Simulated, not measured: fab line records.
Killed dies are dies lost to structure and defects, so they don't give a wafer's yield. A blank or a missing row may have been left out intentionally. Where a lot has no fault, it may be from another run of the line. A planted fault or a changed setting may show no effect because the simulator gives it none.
2 desks, one fault	flow nandHarc	each desk has only its own numbers; what lay behind them comes last

== THE DEFECT DESK ==
Inspection counts along the route, by lot: the mean over sampled wafers that carry a number. If a lot's mean is further than 4 standard deviations from the usual mean, the lot is out of limits and carries the mark OUT (the distance appears in the brackets).
Columns: A = rawDefectCount at NHARC_P_CONTACT_INSPECT_27, usual 273
lot	first seen here	A
L244	day 6 06:52	171
L246	day 6 17:54	372
L247	day 7 09:44	191
L248	day 7 20:27	269
L250	day 8 15:18	223
L251	day 8 21:15	233
L255	day 10 15:15	313
L256	day 10 22:53	257
L262	day 13 13:32	511
L263	day 14 01:35	242
L265	day 14 17:05	288
L264	day 14 17:43	336
L267	day 15 14:22	230
Result from this desk: across the 13 lots, nothing is out of limits.

== METROLOGY DESK ==
What the gauges read, lot by lot, whatever tool the lot ran on: means of the sampled wafers that have a number. If a lot's mean is further than 4 standard deviations from the usual mean, the lot is out of limits and carries the mark OUT (the distance appears in the brackets).
Columns: A = cdNm at NHARC_P_CONTACT_CD_MEAS_19, usual 89.8 nm
lot	first seen here	A
L244	day 6 04:39	89.7
L246	day 6 15:34	88.6
L247	day 7 07:32	88.8
L248	day 7 18:11	90.2
L250	day 8 13:01	89.5
L251	day 8 19:02	89.2
L255	day 10 13:04	88.4
L256	day 10 20:40	90.4
L262	day 13 11:19	91.2
L263	day 13 23:22	91.6
L265	day 14 14:53	89.3
L264	day 14 15:31	88.5
L267	day 15 12:07	88.1
Result from this desk: across the 13 lots, nothing is out of limits.

== PUT TOGETHER ==
Nothing the defect desk looked at was out of limits.
The metrology desk saw nothing out of limits.

== WHAT THE SIMULATOR PUT IN ==
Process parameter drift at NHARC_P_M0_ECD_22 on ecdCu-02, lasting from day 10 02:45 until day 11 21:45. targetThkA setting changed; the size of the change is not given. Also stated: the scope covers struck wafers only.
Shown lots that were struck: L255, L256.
